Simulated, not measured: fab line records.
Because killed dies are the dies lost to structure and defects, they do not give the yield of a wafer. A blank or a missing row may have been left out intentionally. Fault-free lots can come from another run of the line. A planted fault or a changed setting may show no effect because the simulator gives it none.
Problem report in the 8D (eight disciplines) form, filled by code ; flow n5-finfet ; the parts of the form that need people (team, actions taken, sign-off) are left out

1. THE ISSUE
rf-fwd-power-W at N5_BEOL_M9_PRE_CLEAN_55 reads a mean of 281.4 W on 1 wafer of 1 lot; wafers without a fault read 295.3 W with a standard deviation of 1.3. Measured from the usual mean, that is -11 standard deviations.
The step: time 15 s.
First observed at day 15 09:10: wafer L652.4, on pecvd-01. Wafers with a number at this step in the record: 34, from 12 lots. Rule for "out" (also "out of limits"): further than 4 standard deviations from the usual mean. All remaining wafers that have a number are taken as sound.

2. WHAT IT IS, WHAT IT ISN'T
question;is;is not
which readings at this step;rf-fwd-power-W;-
which lots;L652;L634, L635, L637, L638, L640, L641, L642, L643, L645, L647, L657
which wafers of those lots;L652.4;L652.2, L652.6
read on which tools;pecvd-01;pecvd-02, pecvd-03
when;from day 15 09:10;"up to then (30 sound wafers); but 3 sound wafers of L657 came after"

3. WHAT RULES OUT EACH SUSPECT
Counting: a tool at a process step up to the reading stays a suspect if it ran every lot that is out. Sound lots after the first of them don't rule it out here, since some wafers of a struck lot are sound.
- rie-diel-02 at N5_BEOL_M9_STRIP_67 (strips in CF4): kept. L652, the lot that is out, went through it at day 15 05:42; up to then, the latest sound lot through it was L647 at day 14 11:26.
- pvd-sputter-02 at N5_BEOL_M9_PRE_CLEAN_45 (time 30 s): kept. L652, the lot that is out, went through it at day 15 07:32; up to then, the latest sound lot through it was L638 at day 13 04:41.
- pecvd-01 at N5_BEOL_M9_PRE_CLEAN_55 (time 15 s): kept. L652, the lot that is out, went through it at day 15 09:10; up to then, the latest sound lot through it was L638 at day 13 06:14. Its own readings are out on those wafers: rf-fwd-power-W.
- At N5_BEOL_M9_PRE_CLEAN_55, inside pecvd-01: chamber 2 took the wafers that are out, while their sound lot-mates went through chambers 0, 1.
The count leaves rie-diel-02 at N5_BEOL_M9_STRIP_67, pvd-sputter-02 at N5_BEOL_M9_PRE_CLEAN_45, and pecvd-01 at N5_BEOL_M9_PRE_CLEAN_55.

4. THE CAUSE (what the simulator had put in)
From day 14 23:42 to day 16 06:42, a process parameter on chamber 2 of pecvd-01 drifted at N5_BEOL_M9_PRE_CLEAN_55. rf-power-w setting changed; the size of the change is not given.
This tool is one of the 3 suspects left after counting.

5. THE EFFECT CHAIN, in route order
Rows list readings where the struck wafers' mean (over those with a number) sits beyond 3 standard deviations from the usual. Only readings for which the record gives a usual standard deviation are gone through. hours: the time from each lot's start at the first step in this table that gives one to its start at this step, as a median over the lots. sigmas: the change in usual standard deviations.
hours;step;reading;usual;on struck wafers;change;sigmas
0;N5_BEOL_M9_PRE_CLEAN_55;rf-fwd-power-W;295.3 W;281.4;-13.9;-11
Its process steps:
- N5_BEOL_M9_PRE_CLEAN_55: time 15 s.

6. WHAT WOULD HAVE CAUGHT IT SOONER
First out-of-limits reading in this record: day 15 09:10, which is 9 hours after fault onset at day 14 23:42.
